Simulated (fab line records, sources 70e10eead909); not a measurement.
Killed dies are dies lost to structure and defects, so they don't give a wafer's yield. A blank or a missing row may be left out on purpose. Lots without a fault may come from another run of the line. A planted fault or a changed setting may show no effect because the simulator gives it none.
Chamber matching | flow nand_harc | NHARC_A_CHANNEL_FILL_D1_ALD_16 on ald_hk-04: 4 sister chambers
The step deposits SiO2, target thk 1.5 nm, pulse time 10 s, ald cycles 15. 4 wafers are shown with their chamber, then 11 later ones without.

WAFERS WITH THEIR CHAMBER
wafer  | chamber | heater_power_w (W)
L081.1 | 0       | 454
L084.6 | 3       | 456
L083.5 | 2       | 473
L082.1 | 1       | 465

WAFERS WITHOUT THEIR CHAMBER
wafer  | heater_power_w (W)
L082.2 | 455
L082.5 | 445
L090.1 | 470
L090.4 | 458
L090.6 | 460
L091.1 | 468
L091.2 | 459
L091.3 | 463
L094.2 | 464
L094.4 | 447
L094.5 | 454

WHICH CHAMBER EACH WENT THROUGH
wafer  | from the rows above               | in truth
L082.2 | can't be placed: 0 or 3           | 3
L082.5 | can't be placed: 0 or 3           | 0
L090.1 | can't be placed: 2 or 1           | 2
L090.4 | can't be placed: 3 or 0 or 1      | 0
L090.6 | can't be placed: 3 or 1 or 0      | 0
L091.1 | can't be placed: 1 or 2           | 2
L091.2 | can't be placed: 3 or 0 or 1      | 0
L091.3 | can't be placed: 1 or 3 or 0 or 2 | 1
L094.2 | can't be placed: 1 or 3 or 2      | 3
L094.4 | can't be placed: 0 or 3           | 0
L094.5 | can't be placed: 0 or 3           | 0
Placed correctly: 0 of 11. Can't be placed from these rows: 11 (the true chamber is among the candidates in 11). Placed wrongly: 0.
How it was worked out, from the rows above alone: a wafer's distance from a chamber is the root of the sum, over the readings, of the square of ((its reading less the chamber's mean) divided by the reading's scatter). The wafer belongs to the nearest chamber; if the next one is less than 2 further off, it can't be placed. A chamber's mean is the mean of its shown wafers. The scatter: with one shown wafer a chamber, the root of the mean of the squares of how far each hidden wafer lies from its nearest shown one.
